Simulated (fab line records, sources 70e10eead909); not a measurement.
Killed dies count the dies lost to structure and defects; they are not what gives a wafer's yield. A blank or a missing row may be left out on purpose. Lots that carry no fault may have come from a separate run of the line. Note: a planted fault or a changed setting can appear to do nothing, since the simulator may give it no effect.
Matching of chambers + flow nand harc + rie diel-03 running NHARC_A_CONTACT_ETCH_90: 4 sister chambers
The step etches the open film in CH3F/O2, target depth 40 nm, time 85.7 s. 4 wafers are shown with their chamber, then 12 later ones without.

WAFERS, EACH WITH ITS CHAMBER
| wafer  | chamber | showerhead plenum p Torr (Torr) |
|--------|---------|---------------------------------|
| L084.3 | 1       | 2.51                            |
| L084.5 | 2       | 2.50                            |
| L088.1 | 0       | 2.35                            |
| L088.5 | 3       | 2.58                            |

WAFERS WHOSE CHAMBER IS MISSING
| wafer  | showerhead plenum p Torr (Torr) |
|--------|---------------------------------|
| L090.4 | 2.51                            |
| L090.5 | 2.49                            |
| L090.6 | 2.58                            |
| L091.2 | 2.51                            |
| L091.4 | 2.58                            |
| L091.5 | 2.49                            |
| L093.3 | 2.35                            |
| L093.4 | 2.51                            |
| L093.6 | 2.35                            |
| L094.2 | 2.49                            |
| L094.5 | 2.49                            |
| L094.6 | 2.58                            |

WHICH CHAMBER EACH WENT THROUGH
| wafer  | from the rows above     | in truth |
|--------|-------------------------|----------|
| L090.4 | can't be placed: 1 or 2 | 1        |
| L090.5 | can't be placed: 2 or 1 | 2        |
| L090.6 | 3                       | 3        |
| L091.2 | can't be placed: 1 or 2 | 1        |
| L091.4 | 3                       | 3        |
| L091.5 | can't be placed: 2 or 1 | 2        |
| L093.3 | 0                       | 0        |
| L093.4 | can't be placed: 1 or 2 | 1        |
| L093.6 | 0                       | 0        |
| L094.2 | can't be placed: 2 or 1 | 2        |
| L094.5 | can't be placed: 2 or 1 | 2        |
| L094.6 | 3                       | 3        |
Correct placement for 5 of the 12. From these rows, 7 cannot be placed; in 7 the true chamber is one of the candidates. Number placed wrongly: 0.
How it was worked out, from the rows above alone: a wafer's distance from a chamber is the root of the sum, over the readings, of the square of ((its reading less the chamber's mean) divided by the reading's scatter). If the next closest chamber is less than 2 further off than the closest, the wafer can't be placed; otherwise it belongs to the closest. The mean given for a chamber averages the wafers shown for that chamber. The scatter (one wafer shown for each chamber): square how far every hidden wafer sits from the nearest shown wafer, average those squares and take the square root.
